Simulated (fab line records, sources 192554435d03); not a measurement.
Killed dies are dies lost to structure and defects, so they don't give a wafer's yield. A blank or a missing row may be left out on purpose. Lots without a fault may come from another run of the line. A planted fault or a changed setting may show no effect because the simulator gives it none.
Which tool did it? | flow n5_finfet | 24 lots, 72 wafers sampled, at 3 steps of a route of 1938

WHAT THE GAUGES READ, wafer by wafer
N5_ZERO_LAYER_INSPECT_20: inspects for defects (darkfield).
lot  | measured    | on                | raw_defect_count
L074 | day 1 13:15 | defect_inspect-01 | 62 50 19
L075 | day 1 19:17 | defect_inspect-01 | 53 51 37
L076 | day 2 01:15 | defect_inspect-01 | 29 51 45
L077 | day 2 07:24 | defect_inspect-02 | 44 36 14
L078 | day 2 13:25 | defect_inspect-02 | 80 33 16
L079 | day 2 19:17 | defect_inspect-02 | 47 33 19
L080 | day 3 01:40 | defect_inspect-02 | 114 63 67
L081 | day 3 07:29 | defect_inspect-01 | 29 23 27
L082 | day 3 13:19 | defect_inspect-02 | 29 14 26
L083 | day 3 19:35 | defect_inspect-01 | 33 22 24
L084 | day 4 01:17 | defect_inspect-02 | 41 43 21
L085 | day 4 07:17 | defect_inspect-02 | 49 29 35
L086 | day 4 14:41 | defect_inspect-02 | 46 44 77
L087 | day 4 19:36 | defect_inspect-02 | 22 15 17
L088 | day 5 01:24 | defect_inspect-02 | 47 21 28
L089 | day 5 07:30 | defect_inspect-02 | 65 48 34
L090 | day 5 13:23 | defect_inspect-02 | 24 23 23
L091 | day 5 19:41 | defect_inspect-02 | 30 32 49
L092 | day 6 01:43 | defect_inspect-01 | 31 39 36
L093 | day 6 07:58 | defect_inspect-02 | 18 25 32
L094 | day 6 13:16 | defect_inspect-01 | 26 101 46
L095 | day 6 19:23 | defect_inspect-01 | 49 20 45
L096 | day 7 01:24 | defect_inspect-01 | 53 38 47
L097 | day 7 07:16 | defect_inspect-01 | 39 35 15

N5_WELL_APT_INSPECT_10: inspects for defects (macro).
lot  | measured    | on                | raw_defect_count
L074 | day 1 13:44 | defect_inspect-01 | 1 2 4
L075 | day 1 19:46 | defect_inspect-02 | 2 2 2
L076 | day 2 01:44 | defect_inspect-01 | 2 1 1
L077 | day 2 07:46 | defect_inspect-01 | 2 1 0
L078 | day 2 13:46 | defect_inspect-02 | 0 1 0
L079 | day 2 19:46 | defect_inspect-01 | 4 5 3
L080 | day 3 02:09 | defect_inspect-01 | 2 4 0
L081 | day 3 07:59 | defect_inspect-02 | 3 4 1
L082 | day 3 13:40 | defect_inspect-01 | 1 3 5
L083 | day 3 19:56 | defect_inspect-01 | 3 5 1
L084 | day 4 01:40 | defect_inspect-01 | 1 2 1
L085 | day 4 07:38 | defect_inspect-01 | 3 1 1
L086 | day 4 15:03 | defect_inspect-02 | 0 3 2
L087 | day 4 20:05 | defect_inspect-02 | 2 2 2
L088 | day 5 01:46 | defect_inspect-02 | 4 2 2
L089 | day 5 07:52 | defect_inspect-02 | 3 1 4
L090 | day 5 13:52 | defect_inspect-01 | 3 0 1
L091 | day 5 20:02 | defect_inspect-02 | 0 0 2
L092 | day 6 02:04 | defect_inspect-01 | 3 2 2
L093 | day 6 08:26 | defect_inspect-02 | 3 0 1
L094 | day 6 13:37 | defect_inspect-01 | 2 2 1
L095 | day 6 19:52 | defect_inspect-01 | 2 2 1
L096 | day 7 01:53 | defect_inspect-01 | 3 2 2
L097 | day 7 07:45 | defect_inspect-01 | 1 0 1

N5_WELL_APT_OVL_MEAS_26.
lot  | measured    | on         | PWELL_OVL (nm)
L074 | day 1 15:38 | overlay-01 | 7 11 6
L075 | day 1 21:00 | overlay-01 | -6 -1 -8
L076 | day 2 02:58 | overlay-02 | 11 13 15
L077 | day 2 08:59 | overlay-01 | -4 -6 1
L078 | day 2 15:15 | overlay-02 | 15 12 8
L079 | day 2 21:46 | overlay-01 | 3 -6 4
L080 | day 3 03:23 | overlay-02 | 6 8 -1
L081 | day 3 10:19 | overlay-02 | 4 4 8
L082 | day 3 14:55 | overlay-02 | 3 5 -1
L083 | day 3 21:11 | overlay-01 | -4 2 -1
L084 | day 4 02:45 | overlay-02 | -7 -6 -5
L085 | day 4 08:44 | overlay-02 | 11 8 8
L086 | day 4 16:14 | overlay-01 | 17 11 9
L087 | day 4 21:20 | overlay-02 | 4 10 9
L088 | day 5 03:00 | overlay-02 | 5 4 -4
L089 | day 5 09:05 | overlay-01 | 9 2 5
L090 | day 5 15:14 | overlay-02 | 2 3 4
L091 | day 5 21:16 | overlay-01 | 0 2 -2
L092 | day 6 03:17 | overlay-02 | 4 0 -3
L093 | day 6 09:40 | overlay-02 | 7 8 6
L094 | day 6 15:41 | overlay-02 | -2 8 2
L095 | day 6 22:12 | overlay-02 | -3 -1 -1
L096 | day 7 04:14 | overlay-01 | -4 -8 -3
L097 | day 7 09:01 | overlay-01 | 6 13 4

WHICH TOOL RAN EACH LOT (tool, then ch and the chambers of the sampled wafers, then the start)
The record holds no process step before these readings.

WHAT THE TOOLS THEMSELVES READ (means of the sampled wafers that have a number; where no wafer has one, the mark that the record gives instead)
The record holds no such reading with a usual standard deviation.

THE ANSWER, worked out from the rows above alone
Rule: what is usual is taken from the lots themselves. Put in order of their means at a reading, lots are off if they are a third of the lots or fewer, leave a main group of 4 or more, and stand apart from it by a gap of 3 or more times the standard deviation of the main group's means; of several such gaps the widest counts. A main group whose means are all the same, to the digits that the tables above print for the reading, isn't used. A lot without any number at a reading at which 4 lots or more have one is off too. The other lots that the step has rows for count as sound. The gauges are gone through in route order, then the tools' own readings, and for those a lot's mean is taken as printed above. The first step at which some lot is off is used, and at that step the reading that is off furthest; a lot without a number counts as furthest.
No lot is off at any reading shown: from this, nothing can be told.

WHAT THE SIMULATOR HAD PUT IN
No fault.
